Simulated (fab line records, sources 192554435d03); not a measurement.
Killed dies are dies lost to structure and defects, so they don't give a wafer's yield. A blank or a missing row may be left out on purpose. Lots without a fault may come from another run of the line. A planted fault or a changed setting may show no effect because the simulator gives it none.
A struck lot beside a sound one | flow n5_finfet | 16 steps out of a route of 1938
Sound: wafers L311.3, L311.4, L311.5. Struck: wafers L314.2, L314.4, L314.5. The cause comes at the end.
At each step with rows: each side's tool, then ch and its chambers, then its first start. Under that, the readings that differ: sound wafers | struck wafers | difference of the means | sigmas: that difference in standard deviations of wafers without a fault.
alike: readings whose means differ by less than 2 such deviations, and words and numbers that are the same on both sides. not compared: withheld readings, readings that some wafer has no value for, bounds like >300 that may hide the same value, and numbers for which the record gives no deviation and whose values overlap.
The two part at a step that has a row with sigmas, a row that says differs or no value, or rows on one side only. Numbers that don't overlap but have no deviation are shown without sigmas and don't part them. A reading that every wafer of one side lacks parts them only if that side has two wafers or more.

first, 6 steps without rows for these wafers: N5_BEOL_M0_SAQP_COAT_34 (resist thk 30 nm); N5_BEOL_M0_SAQP_EBR_36; N5_BEOL_M0_SAQP_SOFTBAKE_35 (time 60 s); N5_BEOL_M0_SAQP_EXPOSE_37 (exposes mask M0 CUT1, target cd 30 nm); N5_BEOL_M0_SAQP_PEB_38 (peb time 60 s); N5_BEOL_M0_SAQP_DEVELOP_39 (develop time 30 s).
N5_BEOL_M0_SAQP_CD_MEAS_40: target cd 30 nm.
  sound on cd_sem-02 ch 0, day 8 08:40; struck on cd_sem-01 ch 0, day 9 05:17
  alike: cd_nm
N5_BEOL_M0_SAQP_OVL_MEAS_41:
  sound on overlay-02 ch 0, day 8 08:43; struck on overlay-02 ch 0, day 9 05:20
  alike: M0_CUT1_OVL
N5_BEOL_M0_SAQP_INSPECT_42: inspects for defects (brightfield).
  sound on defect_inspect-01, day 8 08:46; struck on defect_inspect-01, day 9 05:23
  alike: raw_defect_count
N5_BEOL_M0_SAQP_DESCUM_45: chemistry O2, time 7 s.
  sound on rie_diel-04 ch 0,3, day 8 08:47; struck on rie_diel-04 ch 0,1,3, day 9 05:32
  alike: drypump_motor_current_A, o2_flow_sccm, oes_product_au, rf_vpp_V, showerhead_plenum_p_Torr, temp_c, throttle_valve_pct
  not compared: rf_hours_counter_h
N5_BEOL_M0_SAQP_ETCH_88: etches underlayer in N2/H2, target depth 6.5 nm, time 5.2 s.
  sound on rie_diel-04 ch 0,3, day 8 08:50; struck on rie_diel-04 ch 0,1,3, day 9 05:35
  alike: drypump_motor_current_A, etch_rf_on_time_s, oes_product_au, rf_vpp_V, showerhead_plenum_p_Torr, throttle_valve_pct
  not compared: rf_hours_counter_h
N5_BEOL_M0_SAQP_ETCH_73: etches SiARC in CF4, target depth 19.5 nm, time 32.5 s.
  sound on rie_diel-04 ch 0,3, day 8 08:50; struck on rie_diel-04 ch 0,1,3, day 9 05:35
  alike: drypump_motor_current_A, etch_rf_on_time_s, oes_product_au, rf_vpp_V, showerhead_plenum_p_Torr, throttle_valve_pct
  not compared: rf_hours_counter_h
N5_BEOL_M0_SAQP_CUT_ETCH_46: etches SOC in N2/H2, target depth 135 nm, overetch 27 nm, time 202.5 s.
  sound on rie_diel-04 ch 0,3, day 8 08:53; struck on rie_diel-04 ch 0,1,3, day 9 05:37
  alike: drypump_motor_current_A, rf_vpp_V, showerhead_plenum_p_Torr, temp_c, throttle_valve_pct
  not compared: rf_hours_counter_h, model.SiARC_of_BEOL_M0_SAQP_COAT_72.thk_nm
then, 1 step without rows for these wafers: N5_BEOL_M0_SAQP_STRIP_74 (strips in N2/H2).
-- the record jumps here: 4 days lie between the struck wafers' starts before and after (it left off in module BEOL_M0_SAQP and takes up again in module BEOL_M4, whose first step shown is number 1111 of the route) --
N5_BEOL_M4_RC_MEAS_101:
  sound on prober-02 ch 0, day 10 20:01; struck on prober-02 ch 0, day 12 19:47
  alike: DIBL_N, DIBL_P, IOFF_N, IOFF_P, ION_N, ION_P, SS_N, SS_P, VT_N, VT_P
-- the record jumps here: 4 days lie between the struck wafers' starts before and after (it left off in module BEOL_M4 and takes up again in module PASSIVATION, whose first step shown is number 1936 of the route) --
N5_PASSIVATION_PROBE_49:
  sound on prober-02, day 15 01:06; struck on prober-02, day 16 17:19
  reading              | sound    | struck  | difference | sigmas
  killed_at_contacts   | 33 26 20 | 10 7 12 | -17        | -3
  sort_bin_8_speed (%) | 0.17 0 0 | 0 0 0   | +0         | -3
  alike: defect_limited_yield, killed_at_M0_to_M3, killed_at_M4_up, killed_at_front_end, killed_at_other, killed_dies, killed_open, killed_short, sort_bin_4_leakage, sort_bin_5_function, sort_bin_6_memory, sort_n_pass

WHERE THEY PART
Only at N5_PASSIVATION_PROBE_49, within this record.

WHY: what the simulator had put in
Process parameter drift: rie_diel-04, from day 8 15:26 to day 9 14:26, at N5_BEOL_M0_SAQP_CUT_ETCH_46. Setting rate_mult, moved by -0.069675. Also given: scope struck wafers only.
